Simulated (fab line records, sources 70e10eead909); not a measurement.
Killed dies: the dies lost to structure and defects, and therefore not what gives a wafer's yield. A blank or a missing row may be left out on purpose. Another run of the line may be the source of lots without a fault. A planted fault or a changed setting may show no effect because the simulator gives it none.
Which of the tools did it? | flow nandHarc | 33 wafers from 11 lots sampled at 4 of the route's 1302 steps

## WHAT THE GAUGES READ, wafer by wafer
No reading from a measuring or inspecting step in the record can be judged against a usual standard deviation.

## EACH LOT AND THE TOOL THAT RAN IT (in order: tool; ch and the chambers of the sampled wafers; start)
lot  | NHARC_A_STAIRCASE_DEP_259       | NHARC_A_STAIRCASE_HM_OPEN_457                | NHARC_A_STAIRCASE_EXPOSE_286     | NHARC_A_STAIRCASE_HM_OPEN_460
L108 | pecvd-02 ch 1,2, day 17 04:28   | rieDiel-02 ch 2,3, day 17 14:23 or earlier   | krfScanner-01 ch 0, day 17 14:23 | rieDiel-03 ch 0,2,3, no start
L109 | pecvd-02 ch 0,2, day 17 04:38   | rieDiel-03 ch 0,3, day 17 16:15 or earlier   | krfScanner-02 ch 0, day 17 16:15 | rieDiel-06 ch 2,3, no start
L107 | pecvd-03 ch 0,2, day 17 06:24   | rieDiel-03 ch 0,1,3, day 17 16:59 or earlier | krfScanner-03 ch 0, day 17 16:59 | rieDiel-03 ch 0,2,3, no start
L112 | pecvd-03 ch 0,1,2, day 18 04:57 | rieDiel-03 ch 0,1,2, day 18 11:25 or earlier | krfScanner-01 ch 0, day 18 11:25 | rieDiel-06 ch 0,2,3, no start
L111 | pecvd-03 ch 0,2, day 18 05:29   | rieDiel-06 ch 0,3, day 18 12:31 or earlier   | krfScanner-03 ch 0, day 18 12:31 | rieDiel-02 ch 1,3, no start
L110 | pecvd-03 ch 1,2, day 18 06:35   | rieDiel-03 ch 1,2, day 18 13:24 or earlier   | krfScanner-03 ch 0, day 18 13:24 | rieDiel-03 ch 2,3, no start
L115 | pecvd-03 ch 0,1,2, day 19 00:48 | rieDiel-03 ch 0,1, day 19 08:41 or earlier   | krfScanner-03 ch 0, day 19 08:41 | rieDiel-06 ch 0,1,2, no start
L118 | pecvd-02 ch 0,2, day 21 06:59   | rieDiel-03 ch 2,3, day 21 16:43 or earlier   | krfScanner-01 ch 0, day 21 16:43 | rieDiel-06 ch 0,2,3, no start
L123 | pecvd-03 ch 0,1,2, day 23 17:32 | rieDiel-06 ch 0,1,2, day 24 03:47 or earlier | krfScanner-01 ch 0, day 24 03:47 | rieDiel-03 ch 0,1,3, no start
L127 | pecvd-04 ch 0,2, day 25 02:02   | rieDiel-06 ch 0,1,3, day 25 08:28 or earlier | krfScanner-02 ch 0, day 25 08:28 | rieDiel-02 ch 1,2,3, no start
L128 | pecvd-04 ch 1,2, day 25 15:22   | rieDiel-03 ch 1,2, day 25 22:46 or earlier   | krfScanner-02 ch 0, day 25 22:46 | rieDiel-03 ch 1,2,3, no start
- NHARC_A_STAIRCASE_DEP_259: deposits SiON, target thk 30 nm.
- NHARC_A_STAIRCASE_HM_OPEN_457: chemistry O2/COS.
- NHARC_A_STAIRCASE_EXPOSE_286: exposes mask CHOP 100.
- NHARC_A_STAIRCASE_HM_OPEN_460: chemistry O2/COS.

## AS READ BY THE TOOLS THEMSELVES (means over the sampled wafers that have a number; for cases with no such wafer, the mark the record gives instead)
NHARC_A_STAIRCASE_DEP_259. Usual: heaterPowerOuterW 440 W, standard deviation 50; heaterPowerW 718 W, standard deviation 79.
lot  | tool     | heaterPowerOuterW (W) | heaterPowerW (W) | flag
L108 | pecvd-02 | 408                   | 729              | 
L109 | pecvd-02 | 447                   | 747              | 
L107 | pecvd-03 | 418                   | 667              | 
L112 | pecvd-03 | 428                   | 692              | 
L111 | pecvd-03 | 425                   | 683              | 
L110 | pecvd-03 | 474                   | 773              | 
L115 | pecvd-03 | 439                   | 711              | 
L118 | pecvd-02 | 521                   | 838              | 
L123 | pecvd-03 | 393                   | 653              | 
L127 | pecvd-04 | 443                   | 716              | 
L128 | pecvd-04 | 427                   | 671              | 

NHARC_A_STAIRCASE_HM_OPEN_457. Usual: chamberPressureMTorr 20.001 mTorr, standard deviation 0.017; drypumpMotorCurrentA 5.48 A, standard deviation 0.28; oesProductAu 0.999 a.u., standard deviation 0.012; rfVppV 468 V, standard deviation 3; showerheadPlenumPTorr 3.15 Torr, standard deviation 0.14; throttleValvePct 28.331 %, standard deviation 0.0094.
lot  | tool       | chamberPressureMTorr (mTorr) | drypumpMotorCurrentA (A) | oesProductAu (a.u.) | rfVppV (V) | showerheadPlenumPTorr (Torr) | throttleValvePct (%) | flag
L108 | rieDiel-02 | 20.003                       | 5.45                     | 1.007               | 468        | 3.18                         | 28.323               | 
L109 | rieDiel-03 | 20.021                       | 5.48                     | 1.006               | 465        | 3.04                         | 28.337               | 
L107 | rieDiel-03 | 19.999                       | 5.56                     | 1.006               | 467        | 3.11                         | 28.328               | 
L112 | rieDiel-03 | 19.994                       | 5.49                     | 1.008               | 468        | 3.14                         | 28.335               | 
L111 | rieDiel-06 | 20.013                       | 5.32                     | 0.998               | 470        | 3.28                         | 28.325               | 
L110 | rieDiel-03 | 19.993                       | 5.52                     | 1.013               | 469        | 3.22                         | 28.327               | 
L115 | rieDiel-03 | 19.986                       | 5.63                     | 0.999               | 468        | 3.19                         | 28.327               | 
L118 | rieDiel-03 | 20.002                       | 5.47                     | 1.002               | 467        | 3.13                         | 28.337               | 
L123 | rieDiel-06 | 20.019                       | 5.24                     | 1.000               | 467        | 3.12                         | 28.333               | 
L127 | rieDiel-06 | 19.992                       | 5.42                     | 0.990               | 467        | 3.17                         | 28.334               | 
L128 | rieDiel-03 | 19.995                       | 5.72                     | 0.997               | 470        | 3.25                         | 28.341               | 

NHARC_A_STAIRCASE_EXPOSE_286. Usual: exposureDoseMJCm2 25.013, standard deviation 0.024; focusOffsetNm -0.1 nm, standard deviation 0.51.
lot  | tool          | exposureDoseMJCm2 | focusOffsetNm (nm) | flag
L108 | krfScanner-01 | 25.040            | 0.8                | 
L109 | krfScanner-02 | 24.988            | -0.5               | 
L107 | krfScanner-03 | 25.031            | 0.1                | 
L112 | krfScanner-01 | 24.987            | -0.2               | 
L111 | krfScanner-03 | 24.991            | -0.3               | 
L110 | krfScanner-03 | 25.012            | -0.1               | 
L115 | krfScanner-03 | 25.001            | -0.6               | 
L118 | krfScanner-01 | 16.113            | 0.0                | OFF
L123 | krfScanner-01 | 16.136            | -0.4               | OFF
L127 | krfScanner-02 | 25.023            | 0.1                | 
L128 | krfScanner-02 | 25.025            | 0.1                | 

NHARC_A_STAIRCASE_HM_OPEN_460. Usual: chamberPressureMTorr 19.996 mTorr, standard deviation 0.019; drypumpMotorCurrentA 5.50 A, standard deviation 0.28; oesProductAu 0.994 a.u., standard deviation 0.013; rfVppV 468 V, standard deviation 3.2; showerheadPlenumPTorr 3.16 Torr, standard deviation 0.14; throttleValvePct 28.330 %, standard deviation 0.0094.
lot  | tool       | chamberPressureMTorr (mTorr) | drypumpMotorCurrentA (A) | oesProductAu (a.u.) | rfVppV (V) | showerheadPlenumPTorr (Torr) | throttleValvePct (%) | flag
L108 | rieDiel-03 | 20.003                       | 5.40                     | 1.013               | 466        | 3.06                         | 28.324               | 
L109 | rieDiel-06 | 20.001                       | 5.77                     | 0.985               | 466        | 3.12                         | 28.331               | 
L107 | rieDiel-03 | 20.006                       | 5.40                     | 1.010               | 466        | 3.06                         | 28.335               | 
L112 | rieDiel-06 | 20.002                       | 5.45                     | 0.989               | 468        | 3.17                         | 28.345               | 
L111 | rieDiel-02 | 19.999                       | 5.39                     | 1.009               | 470        | 3.22                         | 28.332               | 
L110 | rieDiel-03 | 20.005                       | 5.53                     | 1.010               | 467        | 3.11                         | 28.327               | 
L115 | rieDiel-06 | 19.994                       | 5.23                     | 0.983               | 467        | 3.14                         | 28.337               | 
L118 | rieDiel-06 | 19.990                       | 5.45                     | 0.990               | 468        | 3.16                         | 28.329               | 
L123 | rieDiel-03 | 20.008                       | 5.56                     | 0.990               | 469        | 3.25                         | 28.333               | 
L127 | rieDiel-02 | 20.004                       | 5.55                     | 1.002               | 470        | 3.22                         | 28.330               | 
L128 | rieDiel-03 | 19.990                       | 5.64                     | 1.000               | 467        | 3.17                         | 28.334               | 

## THE ANSWER, worked out from the rows above alone
Rule: a lot counts as off when the mean over its wafers that have a number is more than 3 standard deviations away from the usual mean. Also off: a lot with no number at a reading for which 4 or more lots have one. Where the step has rows for the other lots, those lots are counted as sound. Order of review: gauges by route order, followed by the tools' own readings, for which a lot's mean as printed above is used. At the first step where some lot is off, the reading lying furthest off is the one used; lots without a number count as furthest.
Off: L118, L123 (NHARC_A_STAIRCASE_EXPOSE_286, exposureDoseMJCm2).
A tool fits if, at that step or a process step before it, it ran every lot that is off, and no sound lot after the first of them. Because NHARC_A_STAIRCASE_HM_OPEN_457 lacks a start for some lots, the hours and order of its lots are taken from NHARC_A_STAIRCASE_EXPOSE_286. One fits: krfScanner-01 at NHARC_A_STAIRCASE_EXPOSE_286. A fault onset in the window from L112 (day 18 11:25, its last sound lot) to L118 (day 21 16:43, its first lot off) fits.
On the lots that are off, the tool's own readings at NHARC_A_STAIRCASE_EXPOSE_286 differ by more than 5 times the standard deviation of the sound lots' means, which bears it out; exposureDoseMJCm2 reads 16.124 there versus 25.011 on the sound lots.

## WHAT WAS PUT IN BY THE SIMULATOR
Process parameters drifting: krfScanner-01 at NHARC_A_STAIRCASE_EXPOSE_286, beginning at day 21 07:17. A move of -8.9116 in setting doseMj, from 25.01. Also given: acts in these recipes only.
Shown lots that were struck: L118, L123. This agrees with what the rule above found.
